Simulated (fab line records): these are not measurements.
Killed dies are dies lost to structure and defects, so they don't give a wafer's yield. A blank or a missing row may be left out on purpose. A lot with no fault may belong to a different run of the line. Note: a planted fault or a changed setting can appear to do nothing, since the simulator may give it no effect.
2 desks, one fault / flow n5Finfet / every desk sees just its own numbers, and what lay behind them comes last

THE METROLOGY DESK
What the gauges read for every lot (on any tool): the sampled wafers with a number, averaged. If a lot's mean is further than 4 standard deviations from the usual mean, the lot is out of limits and carries the mark OUT (the distance appears in the brackets). Readings shown: 7 of its 10, picked as those furthest out on some lot.
Columns: A = DIBL_P at N5_BEOL_M4_RC_MEAS_101, usual 36.6 mV/V; B = IOFF_N at N5_BEOL_M4_RC_MEAS_101, usual 0.160 nA/um; C = IOFF_P at N5_BEOL_M4_RC_MEAS_101, usual 0.217 nA/um; D = ION_N at N5_BEOL_M4_RC_MEAS_101, usual 674 uA/um; E = SS_N at N5_BEOL_M4_RC_MEAS_101, usual 71.6 mV/dec; F = VT_N at N5_BEOL_M4_RC_MEAS_101, usual 250.0 mV; G = VT_P at N5_BEOL_M4_RC_MEAS_101, usual -250 mV
lot=L742; first seen here=day 7 23:13; A=37.7; B=0.170; C=0.235; D=675; E=71.8; F=250.1; G=-248
lot=L743; first seen here=day 8 06:04; A=36.3; B=0.145; C=0.201; D=667; E=71.7; F=250.4; G=-250
lot=L749; first seen here=day 10 00:01; A=36.1; B=0.161; C=0.233; D=670; E=71.8; F=250.8; G=-248
lot=L752; first seen here=day 10 02:55; A=36.9; B=0.187; C=0.236; D=681; E=71.9; F=246.4; G=-250
lot=L751; first seen here=day 10 18:02; A=34.8; B=0.155; C=0.205; D=677; E=71.2; F=249.7; G=-250
lot=L754; first seen here=day 11 04:09; A=36.0; B=0.149; C=0.220; D=674; E=71.3; F=250.2; G=-248
lot=L757; first seen here=day 11 23:23; A=37.8; B=0.177; C=0.243; D=679; E=71.5; F=248.1; G=-248
lot=L759; first seen here=day 12 06:28; A=35.1; B=0.122; C=0.179; D=661; E=71.2; F=254.0; G=-253
lot=L763; first seen here=day 12 22:32; A=34.1; B=0.133; C=0.208; D=670; E=70.7; F=252.9; G=-246
lot=L764; first seen here=day 13 13:08; A=38.6; B=0.169; C=0.215; D=680; E=71.8; F=249.5; G=-249
lot=L765; first seen here=day 13 16:08; A=36.3; B=0.169; C=0.218; D=680; E=71.9; F=248.0; G=-251
Result from this desk: across the 11 lots, nothing is out of limits.

FOR THE TOOL OWNER'S DESK: pecvd-03
The tool's own readings at N5_BEOL_M4_ILD_DEP_00 (deposits SiOC from DEMS/O2, target thk 79 nm, time 15.3 s): means of the sampled wafers that have a number, for each lot that ran on this tool. If a lot's mean is further than 4 standard deviations from the usual mean, the lot is out of limits and carries the mark OUT (the distance appears in the brackets).
Columns: A = heaterPowerW at N5_BEOL_M4_ILD_DEP_00, usual 463 W; B = rfFwdPowerW at N5_BEOL_M4_ILD_DEP_00, usual 494.6 W; C = showerheadPlenumPTorr at N5_BEOL_M4_ILD_DEP_00, usual 5.692 Torr; D = susceptorTempC at N5_BEOL_M4_ILD_DEP_00, usual 350.00 C; E = throttleValvePct at N5_BEOL_M4_ILD_DEP_00, usual 12.1 %
lot=L749; first seen here=day 9 09:43; A=535; B=497.2; C=5.697; D=349.81; E=12.0
lot=L754; first seen here=day 10 10:44; A=523; B=493.3; C=5.704; D=349.77; E=11.8
lot=L757; first seen here=day 11 06:25; A=518; B=496.8; C=5.698; D=350.04; E=12.2
lot=L763; first seen here=day 12 13:56; A=523; B=495.5; C=5.681; D=355.90 (+28) OUT; E=11.1
This desk finds L763 out of limits, L763 being first, at day 12 13:56 (susceptorTempC at N5_BEOL_M4_ILD_DEP_00). L749, L754, L757 stayed within limits.

BROUGHT TOGETHER
The tool owner's desk could have raised an alarm at day 12 13:56, on L763.
Metrology desk: nothing out of limits seen.
The metrology desk has L763 on record, within its limits.
The lots listed all ran N5_BEOL_M4_ILD_DEP_00 on pecvd-03.

WHAT HAD BEEN PUT IN BY THE SIMULATOR
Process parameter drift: pecvd-03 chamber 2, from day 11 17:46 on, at N5_BEOL_M4_ILD_DEP_00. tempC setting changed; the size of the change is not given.
Shown lots that were struck: L763.
Each desk's first reading out of limits, in hours after the fault started: the tool owner's desk, 20.
